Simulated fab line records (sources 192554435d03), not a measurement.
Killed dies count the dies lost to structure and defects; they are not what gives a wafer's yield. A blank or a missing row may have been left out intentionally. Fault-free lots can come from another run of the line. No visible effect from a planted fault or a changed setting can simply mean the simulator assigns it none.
fab line records	flow n5-finfet
record: lots: 5	wafers: 15	last-day: 19
route steps=1938 shown BEOL_M4@1049 PASSIVATION@1936
lots untouched by any fault: they come from a run of this same line in which no faults occurred
start-h: hours from the record's opening day to when the first of the lot's shown wafers began	wait-h: how many hours have passed since the lot's step before this one	" as in the row above	L1.1+2: a single row standing in for several wafers	- no value, or no start given	* or withheld: withheld	< > ~ a bound
route shown NAME@n: a module of which the file shows steps, and the number in the route of the first	usual: mean/standard deviation taken from wafers without a fault	same: alike in all rows	chamber/n: place in a boat	sites: per-site readings	_std_site: how widely they spread, as a standard deviation	_edge_site: the outer-site mean with the inner-site mean subtracted	radius-mm: how far each site lies from the wafer's centre	mask NAME#n: copy n	behind: the last tool/chamber to shape the wafer	hold: why the lot was held/for how many hours/how that ended	device: the n, p or np transistor that did not switch	end of line: the tests these same wafers got at the end of their route	step lacking rows: just its recipe	killed: at the first sort, the dies lost to defects and structure; wafer yield is something else	map: a wafer's dies, x killed, . not, _ none there
set.NAME: setting as actually run; set.NAME@STEP: the setting as run at that earlier step	model.NAME: the simulator's own value behind a step, which no gauge read
lots seen at some steps along the route; tables by step, rows by wafer
services: the hour from which a tool's chamber was out of use, counted from the record's first day as start-h (under 0 if before that day), plus the number of hours and why
== steps ==
step: N5_BEOL_M4_COAT_76
recipe: resist: underlayer	temp-c: 205	time-s: 60	spin-rpm: 1500	resist-thk-nm: 5
step: N5_BEOL_M4_COAT_22
recipe: resist: CAR-EUV	spin-rpm: 1500	resist-thk-nm: 30
step: N5_BEOL_M4_EBR_24
recipe: solvent: PGMEA	ebr-width-mm: 1.5
step: N5_BEOL_M4_SOFTBAKE_23
recipe: temp-c: 110	time-s: 60	resist: CAR-EUV
step: N5_BEOL_M4_EXPOSE_25
recipe: mask-id: V3	na: 0.33	source-shape: quasar	sigma-inner: 0.2	sigma-outer: 0.8	polarization: unpolarized	defocus-nm: 5	dose-mj: 63
step: N5_BEOL_M4_PEB_26
recipe: peb-temp-c: 100	peb-time-s: 60	resist: CAR-EUV
step: N5_BEOL_M4_DEVELOP_27
recipe: develop-time-s: 30	developer: TMAH	resist: CAR-EUV	rinse-liquid: surfactant-rinse	dry: air-spin	dev-temp-c: 23
step: N5_BEOL_M4_CD_MEAS_28
recipe: target-cd-nm: 26.2	landing-energy-ev: 500	detector: se-inlens	target-cd-y-nm: 24.1	polarity: opening
usual: cd-nm: 26.15/0.25
lot.wafer	tool	chamber	start-h	wait-h	cd-nm
L680.2	cd-sem-01	0	214.15	-	26.08
L680.3	"	0	"	"	26.02
L680.5	"	0	"	"	25.87
L683.1	cd-sem-02	0	232.78	-	26.21
L683.5	"	0	"	"	26.09
L683.6	"	0	"	"	26.32
L694.1	cd-sem-02	0	304.60	-	25.68
L694.3	"	0	"	"	26.02
L694.6	"	0	"	"	25.94
L697.2	cd-sem-01	0	308.75	-	26.00
L697.3	"	0	"	"	25.89
L697.4	"	0	"	"	25.89
L698.1	cd-sem-01	0	328.49	-	26.53
L698.5	"	0	"	"	25.88
L698.6	"	0	"	"	26.38
step: N5_BEOL_M4_OVL_MEAS_29
recipe: points-per-wafer: 522
usual: V3_OVL: -0.2/0.58
lot.wafer	tool	chamber	start-h	wait-h	V3_OVL[nm]
L680.2	overlay-01	0	214.19	0.0	0.5
L680.3	"	0	"	"	-0.5
L680.5	"	0	"	"	-0.3
L683.1	overlay-01	0	232.81	0.0	-0.2
L683.5	"	0	"	"	-1.1
L683.6	"	0	"	"	-1.0
L694.1	overlay-01	0	304.63	0.0	-0.3
L694.3	"	0	"	"	-0.3
L694.6	"	0	"	"	0.3
L697.2	overlay-01	0	308.79	0.0	0.4
L697.3	"	0	"	"	0.2
L697.4	"	0	"	"	-0.4
L698.1	overlay-01	0	328.52	0.0	0.2
L698.5	"	0	"	"	0.2
L698.6	"	0	"	"	-0.1
step: N5_BEOL_M4_INSPECT_30
recipe: mode: adi	inspect-instrument: brightfield
usual: raw-defect-count: 407/110
lot.wafer	tool	chamber	start-h	wait-h	raw-defect-count
L680.2	defect-inspect-01	-	214.24	0.0	755
L680.3	"	-	"	"	750
L680.5	"	-	"	"	688
L683.1	defect-inspect-01	-	232.87	0.1	400
L683.5	"	-	"	"	330
L683.6	"	-	"	"	278
L694.1	defect-inspect-02	-	304.69	0.1	657
L694.3	"	-	"	"	413
L694.6	"	-	"	"	351
L697.2	defect-inspect-01	-	308.84	0.0	339
L697.3	"	-	"	"	350
L697.4	"	-	"	"	374
L698.1	defect-inspect-01	-	328.58	0.1	389
L698.5	"	-	"	"	395
L698.6	"	-	"	"	414
step: N5_BEOL_M4_DESCUM_33
recipe: chemistry: O2	time-s: 7	source-power-w: 50	bias-power-w: 20	pressure-mtorr: 20	rf-frequency-hz: 2.712e+07	temp-c: 40	resist: CAR-EUV	o2-flow-sccm: 225
usual: drypump-motor-current-A: 5.7/0.57	oes-product-au: 0.79/0.085	rf-vpp-V: 243.1/1.1	showerhead-plenum-p-Torr: 2.09/0.057	temp-c: 40.01/0.12	throttle-valve-pct: 20.18/0.2
lot.wafer	tool	chamber	start-h	wait-h	drypump-motor-current-A	oes-product-au	rf-hours-counter-h	rf-vpp-V	showerhead-plenum-p-Torr	temp-c	throttle-valve-pct
L680.2	rie-diel-05	2	214.27	0.0	5.4	0.76	146	244.3	2.08	39.94	19.98
L680.3	"	1	"	"	6.4	0.87	43	242.8	2.03	40.21	19.96
L680.5	"	3	"	"	5.2	0.92	-	242.4	2.04	39.98	20.10
L683.1	rie-diel-04	2	232.98	0.1	4.9	0.73	158	240.8	2.07	40.07	19.91
L683.5	"	3	"	"	6.5	0.70	-	245.4	2.17	39.95	20.31
L683.6	"	0	"	"	5.7	0.66	-	242.2	2.06	39.96	20.29
L694.1	rie-diel-04	0	304.86	0.2	5.8	0.93	11	242.5	2.05	39.88	19.94
L694.3	"	2	"	"	4.9	0.70	187	242.7	2.06	39.96	19.98
L694.6	"	1	"	"	6.3	0.82	-	242.3	2.09	40.00	20.33
L697.2	rie-diel-05	0	309.93	1.1	5.2	0.77	142	243.0	2.09	40.11	20.27
L697.3	"	2	"	"	5.4	0.73	180	243.0	2.07	39.85	20.03
L697.4	"	1	"	"	6.4	0.82	75	243.4	2.02	39.91	20.00
L698.1	rie-diel-01	0	328.61	0.0	5.5	0.68	243	241.9	2.07	39.92	20.61
L698.5	"	2	"	"	5.2	0.87	-	245.0	2.24	39.86	20.11
L698.6	"	3	"	"	5.6	0.78	-	241.3	2.02	39.91	20.10
step: N5_BEOL_M4_ETCH_77
recipe: chemistry: N2/H2	target: underlayer	target-depth-a: 65	mask-material: CAR-EUV	time-s: 5.2	ion-energy-ev: 200	pressure-mtorr: 30	source-w: 840	bias-w: 150	n2-flow-sccm: 200	h2-flow-sccm: 200	ends: cleared
usual: bias-w: 149.9/0.5	drypump-motor-current-A: 5.7/0.57	etch-rf-on-time-s: 5.27/0.16	oes-product-au: 0.67/0.075	rf-vpp-V: 523.7/2.1	showerhead-plenum-p-Torr: 2.54/0.068	throttle-valve-pct: 17.64/0.25
lot.wafer	tool	chamber	start-h	wait-h	bias-w	drypump-motor-current-A	etch-rf-on-time-s	oes-product-au	rf-hours-counter-h	rf-vpp-V	showerhead-plenum-p-Torr	throttle-valve-pct
L680.2	rie-diel-05	2	214.31	0.0	149.5	5.4	5.06	0.65	146	523.2	2.53	17.44
L680.3	"	1	"	"	150.3	6.4	5.44	0.71	43	521.6	2.49	17.45
L680.5	"	3	"	"	148.9	5.3	5.28	0.77	-	521.5	2.49	17.64
L683.1	rie-diel-04	2	233.01	0.0	149.8	4.9	5.56	0.62	158	522.5	2.55	17.52
L683.5	"	3	"	"	150.1	6.6	5.25	0.59	-	523.7	2.60	17.61
L683.6	"	0	"	"	150.0	5.7	5.29	0.56	-	521.9	2.48	17.61
L694.1	rie-diel-04	0	304.89	0.0	149.9	5.8	5.11	0.80	11	521.9	2.47	17.20
L694.3	"	2	"	"	149.7	4.9	5.55	0.59	187	524.3	2.54	17.55
L694.6	"	1	"	"	149.9	6.3	5.15	0.70	-	526.1	2.59	18.01
L697.2	rie-diel-05	0	309.97	0.0	149.3	5.3	5.30	0.64	142	523.3	2.54	17.69
L697.3	"	2	"	"	150.0	5.4	5.08	0.64	180	522.7	2.52	17.53
L697.4	"	1	"	"	149.6	6.4	5.39	0.69	75	520.9	2.47	17.53
L698.1	rie-diel-01	0	328.65	0.0	149.6	5.5	5.36	0.56	243	522.4	2.51	17.98
L698.5	"	2	"	"	149.7	5.3	5.12	0.76	-	527.6	2.70	17.28
L698.6	"	3	"	"	150.0	5.7	5.22	0.66	-	520.0	2.47	17.63
step: N5_BEOL_M4_ETCH_69
recipe: chemistry: CF4	target: SiARC	target-depth-a: 156	mask-material: CAR-EUV	time-s: 26	ion-energy-ev: 80	pressure-mtorr: 40	source-w: 545	bias-w: 36	Ar_flow_sccm: 100	cf4-flow-sccm: 100	ends: cleared
usual: bias-w: 35.96/0.11	drypump-motor-current-A: 5.7/0.57	etch-rf-on-time-s: 26.3/0.75	mfc-ar-sccm: 100.02/0.29	oes-product-au: 0.67/0.075	rf-vpp-V: 184.1/1	showerhead-plenum-p-Torr: 2.14/0.046	throttle-valve-pct: 15.44/0.18
lot.wafer	tool	chamber	start-h	wait-h	bias-w	drypump-motor-current-A	etch-rf-on-time-s	mfc-ar-sccm	oes-product-au	rf-hours-counter-h	rf-vpp-V	showerhead-plenum-p-Torr	throttle-valve-pct
L680.2	rie-diel-05	2	214.32	0.0	35.85	5.4	25.4	100.37	0.65	146	184.6	2.16	15.36
L680.3	"	1	"	"	35.74	6.4	26.7	100.29	0.72	43	184.8	2.11	15.26
L680.5	"	3	"	"	35.88	5.3	26.8	100.30	0.77	-	184.8	2.11	15.38
L683.1	rie-diel-04	2	233.03	0.0	36.04	4.9	27.6	100.01	0.61	158	184.1	2.14	15.24
L683.5	"	3	"	"	35.96	6.6	25.8	99.39	0.60	-	184.7	2.19	15.50
L683.6	"	0	"	"	35.99	5.7	26.5	100.22	0.57	-	184.6	2.12	15.66
L694.1	rie-diel-04	0	304.91	0.0	35.95	5.8	31.8	100.26	0.71	11	183.9	2.12	15.21
L694.3	"	2	"	"	35.92	4.9	27.9	99.58	0.59	187	185.1	2.13	15.30
L694.6	"	1	"	"	35.86	6.3	25.8	100.26	0.70	-	183.8	2.16	15.63
L697.2	rie-diel-05	0	309.98	0.0	35.99	5.2	26.5	99.67	0.64	142	184.9	2.16	15.63
L697.3	"	2	"	"	35.89	5.4	25.7	100.34	0.63	180	184.6	2.15	15.43
L697.4	"	1	"	"	35.91	6.4	26.9	99.82	0.69	75	182.4	2.10	15.33
L698.1	rie-diel-01	0	328.66	0.0	35.86	5.5	26.6	100.58	0.57	243	184.2	2.12	15.80
L698.5	"	2	"	"	36.17	5.2	25.4	99.53	0.77	-	186.4	2.28	15.16
L698.6	"	3	"	"	35.95	5.7	25.9	100.18	0.68	-	183.3	2.07	15.35
step: N5_BEOL_M4_ALD_98
recipe: material: SiO2	target-thk-a: 25	temp-c: 100	ald-precursor-family: BDEAS	ald-co-reactant: O2-plasma	pulse-time-s: 1	co-reactant-pulse-time-s: 1	purge-time-s: 2	co-reactant-purge-time-s: 2	ald-cycles: 17	pressure-torr: 2
usual: heater-power-w: 77/8	precursor-pulse-height-rel: 0.997/0.017
lot.wafer	tool	chamber	start-h	wait-h	heater-power-w	precursor-pulse-height-rel
L680.2	ald-sin-04	3	214.41	0.1	70	0.991
L680.3	"	2	"	"	76	0.986
L680.5	"	1	"	"	65	0.987
L683.1	ald-sin-04	3	233.11	0.1	71	0.996
L683.5	"	3	"	"	69	0.991
L683.6	"	2	"	"	79	1.021
L694.1	ald-sin-02	3	304.99	0.1	74	1.009
L694.3	"	2	"	"	87	0.976
L694.6	"	0	"	"	77	1.004
L697.2	ald-sin-01	0	310.29	0.3	79	0.959
L697.3	"	3	"	"	72	0.991
L697.4	"	1	"	"	91	1.029
L698.1	ald-sin-02	3	328.87	0.2	72	0.987
L698.5	"	0	"	"	79	0.986
L698.6	"	1	"	"	87	1.018
step: N5_BEOL_M4_RC_MEAS_101
usual: DIBL_N: 37.1/2.6	DIBL_P: 38/3	IOFF_N: 0.18/0.052	IOFF_P: 0.25/0.06	ION_N: 678/15	ION_P: 467/8.6	SS_N: 71.7/0.73	SS_P: 73.7/0.89	VT_N: 249/4.3	VT_P: -248/3.8
lot.wafer	tool	chamber	start-h	wait-h	DIBL_N[mV/V]	DIBL_P[mV/V]	IOFF_N[nA/um]	IOFF_P[nA/um]	ION_N[uA/um]	ION_P[uA/um]	SS_N[mV/dec]	SS_P[mV/dec]	VT_N[mV]	VT_P[mV]
L680.2	prober-02	0	245.45	0.2	35.9	34	0.14	0.21	677	468	71.3	71.9	248	-247
L680.3	"	0	"	"	38.3	38	0.20	0.26	692	473	71.8	73.7	243	-246
L680.5	"	0	"	"	39.2	37	0.22	0.27	700	475	72.1	73.9	244	-244
L683.1	prober-02	0	272.96	0.0	36.6	38	0.17	0.27	669	466	71.8	73.7	250	-247
L683.5	"	0	"	"	31.1	30	0.09	0.16	638	451	71.0	71.6	261	-254
L683.6	"	0	"	"	35.8	35	0.15	0.22	666	465	71.7	73.3	252	-250
L694.1	prober-01	0	342.43	0.0	41.6	44	0.31	0.41	703	482	73.3	74.6	241	-237
L694.3	"	0	"	"	40.9	43	0.27	0.40	697	481	73.0	75.1	242	-242
L694.6	"	0	"	"	41.4	44	0.28	0.44	696	476	72.5	75.9	242	-240
L697.2	prober-01	0	348.81	0.2	38.7	41	0.21	0.26	686	463	72.1	74.4	248	-248
L697.3	"	0	"	"	38.3	40	0.20	0.23	684	463	71.8	74.2	245	-250
L697.4	"	0	"	"	34.2	37	0.13	0.20	666	464	70.8	72.9	253	-252
L698.1	prober-02	0	351.06	0.0	35.2	36	0.15	0.22	664	460	71.5	73.6	251	-249
L698.5	"	0	"	"	37.9	38	0.18	0.24	676	461	72.1	74.6	249	-249
L698.6	"	0	"	"	35.4	36	0.13	0.20	662	461	71.8	72.6	251	-253
step: N5_PASSIVATION_PROBE_49
usual: defect-limited-yield: 91.4/1.4	killed_at_M0_to_M3: 34/9.1	killed_at_M4_up: 14/5.2	killed-at-contacts: 12/6.4	killed-at-front-end: 38/11	killed-at-other: 3.7/2.8	killed-dies: 102/17	killed-open: 68/13	killed-short: 32/7.8	sort_bin_4_leakage: 0.05/0.3	sort_bin_5_function: 5.1/1	sort_bin_6_memory: 3.2/0.66	sort_bin_8_speed: 0.1/0.92	sort-n-pass: 1076/19	sort-yield-pct: 91.2/1.6
same: gross-dies: 1180	killed-at-back-side: 0
lot.wafer	tool	chamber	start-h	wait-h	defect-limited-yield[%]	killed_at_M0_to_M3	killed_at_M4_up	killed-at-contacts	killed-at-front-end	killed-at-other	killed-dies	killed-open	killed-short	sort_bin_4_leakage[%]	sort_bin_5_function[%]	sort_bin_6_memory[%]	sort_bin_8_speed[%]	sort-n-pass	sort-yield-pct[%]
L680.2	prober-01	-	350.26	0.1	93.1	27	15	7	30	2	81	49	30	0	4.3	2.3	0	1099	93.1
L680.3	prober-01	-	350.31	0.1	93.4	31	17	5	22	3	78	51	25	0	4.0	2.5	0	1102	93.4
L680.5	prober-01	-	350.41	0.2	93.8	33	14	5	18	3	73	56	15	0	3.6	2.5	0	1107	93.8
L683.1	prober-01	-	387.55	0.0	91.6	46	17	3	32	1	99	66	25	0	4.2	3.9	0	1081	91.6
L683.5	prober-01	-	387.75	0.2	91.7	29	13	6	47	3	98	60	35	0	5.4	2.5	2.1	1057	89.6
L683.6	prober-01	-	387.80	0.3	92.3	33	9	4	42	3	91	51	40	0	5.1	2.5	0	1089	92.3
L694.1	prober-01	-	449.12	0.0	91.4	36	22	15	26	3	102	54	47	0.34	5.0	3.3	0	1074	91.0
L694.3	prober-01	-	449.22	0.1	91.9	23	28	11	33	0	95	67	28	0.17	4.7	3.1	0	1083	91.8
L694.6	prober-01	-	449.37	0.3	90.6	50	17	16	27	1	111	68	42	0.85	5.3	3.8	0	1059	89.7
L697.2	prober-01	-	450.93	0.1	89.4	45	17	20	39	4	125	77	48	0	6.5	3.6	0	1055	89.4
L697.3	prober-01	-	450.98	0.1	91.2	48	7	12	34	3	104	59	45	0	5.3	3.5	0	1076	91.2
L697.4	prober-01	-	451.03	0.2	89.2	42	18	13	52	2	127	88	37	0	7.0	3.4	0	1053	89.2
L698.1	prober-02	-	456.14	0.0	90.3	36	21	8	45	4	114	69	45	0	6.0	3.2	0	1066	90.3
L698.5	prober-02	-	456.34	0.2	89.7	40	5	21	51	4	121	87	34	0	6.5	3.4	0	1059	89.7
L698.6	prober-02	-	456.39	0.3	91.9	35	10	11	38	2	96	61	33	0	4.4	3.5	0	1084	91.9
killed by level:class
L680.2 BEOL_M0_SAQP:geometric-particle:short=6 GATE_CUT:geometric-particle:short=5 BEOL_M0_SAQP:geometric-particle:open=5 MOL_CONTACT_COAG:geometric-particle:open=5 STI_FIN_REVEAL:geometric-particle:open=4 GATE_CUT:geometric-particle:open=4 BEOL_M1:geometric-particle:open=4 BEOL_M2:geometric-particle:open=4
L680.3 BEOL_M0_SAQP:geometric-particle:open=9 BEOL_M1:geometric-particle:open=7 STI_FIN_REVEAL:geometric-particle:open=6 BEOL_M4:geometric-particle:open=6 BEOL_M0_SAQP:geometric-particle:short=5 BEOL_M2:geometric-particle:short=4 BEOL_M2:geometric-particle:open=4 STARTING-WAFER:geometric-particle:short=4
L680.5 BEOL_M0_SAQP:geometric-particle:open=11 BEOL_M0_SAQP:geometric-particle:short=7 BEOL_M2:geometric-particle:open=7 STI_FIN_REVEAL:geometric-particle:open=6 MOL_CONTACT_COAG:geometric-particle:open=5 BEOL_M1:geometric-particle:open=5 BEOL_M5:geometric-particle:open=5 GATE_CUT:geometric-particle:open=3
L683.1 BEOL_M1:geometric-particle:open=14 STI_FIN_REVEAL:geometric-particle:open=11 BEOL_M3:geometric-particle:open=9 BEOL_M2:geometric-particle:open=7 BEOL_M4:geometric-particle:open=7 FIN_SAQP:geometric-particle:short=4 DUMMY_GATE:geometric-particle:open=4 BEOL_M2:geometric-particle:short=3
L683.5 STI_FIN_REVEAL:geometric-particle:open=14 FIN_SAQP:geometric-particle:short=12 BEOL_M2:geometric-particle:open=12 GATE_CUT:geometric-particle:short=5 BEOL_M0_SAQP:geometric-particle:short=5 BEOL_M1:geometric-particle:open=5 MOL_CONTACT_COAG:geometric-particle:open=4 BEOL_M3:geometric-particle:open=4
L683.6 FIN_SAQP:geometric-particle:open=10 FIN_SAQP:geometric-particle:short=8 STI_FIN_REVEAL:geometric-particle:open=8 GATE_CUT:geometric-particle:open=6 BEOL_M2:geometric-particle:open=6 BEOL_M4:geometric-particle:open=6 BEOL_M3:geometric-particle:short=5 BEOL_M1:geometric-particle:open=4
L694.1 BEOL_M0_SAQP:geometric-particle:short=10 MOL_CONTACT_COAG:geometric-particle:open=9 BEOL_M0_SAQP:geometric-particle:open=7 MOL_CONTACT_COAG:geometric-particle:short=6 FIN_SAQP:geometric-particle:short=5 BEOL_M4:geometric-particle:short=5 BEOL_M4:geometric-particle:open=5 ILD0:geometric-particle:short=4
L694.3 BEOL_M4:geometric-particle:open=12 STI_FIN_REVEAL:geometric-particle:open=11 BEOL_M0_SAQP:geometric-particle:open=6 MOL_CONTACT_COAG:geometric-particle:short=6 BEOL_M5:geometric-particle:open=6 MOL_CONTACT_COAG:geometric-particle:open=5 BEOL_M6:geometric-particle:open=5 GATE_CUT:geometric-particle:short=4
L694.6 BEOL_M0_SAQP:geometric-particle:short=18 BEOL_M0_SAQP:geometric-particle:open=17 MOL_CONTACT_COAG:geometric-particle:open=13 BEOL_M2:geometric-particle:open=8 BEOL_M4:geometric-particle:open=8 GATE_CUT:geometric-particle:short=6 STI_FIN_REVEAL:geometric-particle:open=4 STARTING-WAFER:geometric-particle:short=4
L697.2 FIN_SAQP:geometric-particle:short=15 MOL_CONTACT_COAG:geometric-particle:open=13 BEOL_M3:geometric-particle:open=10 BEOL_M4:geometric-particle:open=8 BEOL_M2:geometric-particle:open=8 MOL_CONTACT_COAG:geometric-particle:short=7 BEOL_M0_SAQP:geometric-particle:open=7 BEOL_M0_SAQP:geometric-particle:short=6
L697.3 BEOL_M0_SAQP:geometric-particle:short=16 MOL_CONTACT_COAG:geometric-particle:open=11 FIN_SAQP:geometric-particle:short=10 BEOL_M3:geometric-particle:open=9 FIN_SAQP:geometric-particle:open=7 BEOL_M0_SAQP:geometric-particle:open=6 BEOL_M1:geometric-particle:open=6 GATE_CUT:geometric-particle:short=5
L697.4 MOL_CONTACT_COAG:geometric-particle:open=13 BEOL_M2:geometric-particle:open=12 DUMMY_GATE:geometric-particle:open=10 FIN_SAQP:geometric-particle:open=9 FIN_SAQP:geometric-particle:short=9 BEOL_M0_SAQP:geometric-particle:open=8 BEOL_M3:geometric-particle:open=8 BEOL_M4:geometric-particle:open=8
L698.1 FIN_SAQP:geometric-particle:short=19 BEOL_M2:geometric-particle:open=16 FIN_SAQP:geometric-particle:open=10 MOL_CONTACT_COAG:geometric-particle:open=7 BEOL_M4:geometric-particle:open=5 BEOL_M0:geometric-particle:open=4 BEOL_M3:geometric-particle:open=4 BEOL_M7:geometric-particle:open=4
L698.5 FIN_SAQP:geometric-particle:open=19 MOL_CONTACT_COAG:geometric-particle:open=17 STI_FIN_REVEAL:geometric-particle:open=12 BEOL_M2:geometric-particle:open=7 BEOL_M3:geometric-particle:open=7 BEOL_M0_SAQP:geometric-particle:short=7 BEOL_M0:geometric-particle:open=7 FIN_SAQP:geometric-particle:short=5
L698.6 BEOL_M2:geometric-particle:open=13 STI_FIN_REVEAL:geometric-particle:open=10 FIN_SAQP:geometric-particle:open=9 FIN_SAQP:geometric-particle:short=7 MOL_CONTACT_COAG:geometric-particle:open=7 STARTING-WAFER:geometric-particle:short=5 BEOL_M0_SAQP:geometric-particle:short=5 MOL_CONTACT_COAG:geometric-particle:short=4
== services ==
tool	chamber	start-h	hours	kind
ald-sin-02	2	200.06	4.4	repair
rie-diel-04	3	206.48	9.8	repair
rie-diel-01	0	208.40	5.3	repair
rie-diel-05	-	208.65	0.6	repair
rie-diel-01	3	226.33	4.3	repair
ald-sin-04	0	229.62	4.6	repair
rie-diel-05	1	232.14	1.4	repair
rie-diel-01	2	238.47	-	clean
rie-diel-01	2	238.47	-	consumable-replace:focus-ring
rie-diel-01	2	238.47	-	consumable-replace:showerhead
ald-sin-01	-	243.64	0.3	repair
rie-diel-04	0	249.99	-	clean
rie-diel-04	0	249.99	-	consumable-replace:focus-ring
rie-diel-04	0	249.99	21.8	scheduled-down
rie-diel-04	0	249.99	21.8	vent-cycle
ald-sin-04	-	260.60	2.8	pm
ald-sin-04	-	270.17	3.0	repair
ald-sin-02	3	272.37	3.6	repair
ald-sin-02	1	300.30	6.4	repair
rie-diel-04	3	304.27	-	clean
rie-diel-04	3	304.27	-	consumable-replace:focus-ring
rie-diel-04	3	304.27	19.4	scheduled-down
rie-diel-04	3	304.27	19.4	vent-cycle
ald-sin-02	-	326.75	1.0	repair
== key ==
first-sign: step: N5_BEOL_M4_ETCH_69	reading: etch-rf-on-time-s	direction: up	sigmas: 7.3	usual: *	struck: *
effect none on later readings
met-at N5_BEOL_M4_ETCH_69
struck-wafers L694.1
onset-between 233.03 304.91
fault: kind: process-parameter-drift	tool: rie-diel-04	chamber: 0	onset-h: 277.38	steps: N5_BEOL_M4_ETCH_69	channel: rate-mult	offset: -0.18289	shape: step	end-h: 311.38
